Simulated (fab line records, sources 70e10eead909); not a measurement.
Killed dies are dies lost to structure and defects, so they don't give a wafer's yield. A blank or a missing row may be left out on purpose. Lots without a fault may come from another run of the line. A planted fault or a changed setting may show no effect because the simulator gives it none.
A struck lot beside a sound one | flow nand_harc | 14 steps out of a route of 1302
Sound: wafers L364.1, L364.2, L364.6. Struck: wafers L379.1, L379.3. (L379.2 of the same lot was not struck and is left out.) The cause comes at the end.
At each step with rows: each side's tool, then ch and its chambers, then its first start. Under that, the readings that differ: sound wafers | struck wafers | difference of the means | sigmas: that difference in standard deviations of wafers without a fault.
alike: readings whose means differ by less than 2 such deviations, and words and numbers that are the same on both sides. not compared: withheld readings, readings that some wafer has no value for, bounds like >300 that may hide the same value, and numbers for which the record gives no deviation and whose values overlap.
The two part at a step that has a row with sigmas, a row that says differs or no value, or rows on one side only. Numbers that don't overlap but have no deviation are shown without sigmas and don't part them. A reading that every wafer of one side lacks parts them only if that side has two wafers or more.

first, 1 step without rows for these wafers: NHARC_P_CONTACT_ETCH_35 (etches the open film in CF4, target depth 39 nm, time 65 s).
NHARC_P_CONTACT_ETCH_36: etches the open film in N2/H2, target depth 260 nm, time 406.25 s.
  sound on rie_diel-09 ch 1,2,3; struck on rie_diel-07 ch 1,2
  alike: bias_w, chamber_pressure_mTorr, drypump_motor_current_A, oes_product_au, rf_vpp_V, showerhead_plenum_p_Torr, throttle_valve_pct
  not compared: rf_hours_counter_h
NHARC_P_CONTACT_ETCH_18: etches the open film in C4F8/O2/Ar, target depth 481 nm, time 240.5 s.
  sound on rie_diel-09 ch 2,3; struck on rie_diel-07 ch 0,1
  alike: bias_w, chamber_pressure_mTorr, oes_product_au, rf_vpp_V
  not compared: rf_hours_counter_h
then, 1 step without rows for these wafers: NHARC_P_CONTACT_STRIP_37 (strips in C4F8/O2/Ar).
NHARC_P_CONTACT_ETCH_31: etches the open film in CH3F/O2, target depth 30 nm, time 85.7 s.
  sound on rie_diel-09 ch 1,2,3; struck on rie_diel-07 ch 0,1
  alike: bias_w, chamber_pressure_mTorr, drypump_motor_current_A, oes_product_au, rf_vpp_V, showerhead_plenum_p_Torr, throttle_valve_pct
  not compared: rf_hours_counter_h
NHARC_P_CONTACT_CD_MEAS_19:
  sound on cd_sem-02, day 6 04:10; struck on cd_sem-01, day 12 05:34
  alike: cd_nm
NHARC_P_CONTACT_STRIP_28: strips in O2.
  sound on rie_diel-09 ch 0,1,3, day 6 04:17; struck on rie_diel-03 ch 1,2, day 12 05:39
  alike: chamber_pressure_mTorr, drypump_motor_current_A, oes_product_au, rf_vpp_V, showerhead_plenum_p_Torr, throttle_valve_pct
  not compared: rf_hours_counter_h
then, 3 steps without rows for these wafers: NHARC_P_CONTACT_STRIP_29 (strips in post etch residue remover, time 1200 s); NHARC_P_CONTACT_DEGAS_38 (time 60 s); NHARC_P_CONTACT_PRE_CLEAN_39 (time 19.5 s).
NHARC_P_CONTACT_PVD_32: deposits Ti, target thk 5 nm, time 17.7 s.
  sound on pvd_sputter-01; struck on pvd_sputter-03
  alike: cathode_dc_power_W, throttle_valve_pct
then, 1 step without rows for these wafers: NHARC_P_CONTACT_ALD_22 (deposits TiN, target thk 3 nm, pulse time 1 s, ald cycles 150).
NHARC_P_CONTACT_CVD_23: deposits W, target thk 200 nm, time 557 s.
  sound on cvd_w-01 ch 0,1, day 6 05:20; struck on cvd_w-01 ch 0,1, day 12 06:44
  alike: heater_power_w, mfc_h2_sccm, throttle_valve_pct
NHARC_P_CONTACT_CMP_24: polishes, t overpolish 30 s, target thk 200 nm.
  sound on cmp-02 ch 1,3, day 6 06:00; struck on cmp-03 ch 1,2, day 12 07:25
  reading                | sound    | struck | difference | sigmas
  time_to_endpoint_s (s) | 40 39 39 | 56 55  | +16        | +5
  alike: motor_current_A, overpolish_run_s, slurry_flow_ml_min

WHERE THEY PART
Only at NHARC_P_CONTACT_CMP_24, within this record.

WHY: what the simulator had put in
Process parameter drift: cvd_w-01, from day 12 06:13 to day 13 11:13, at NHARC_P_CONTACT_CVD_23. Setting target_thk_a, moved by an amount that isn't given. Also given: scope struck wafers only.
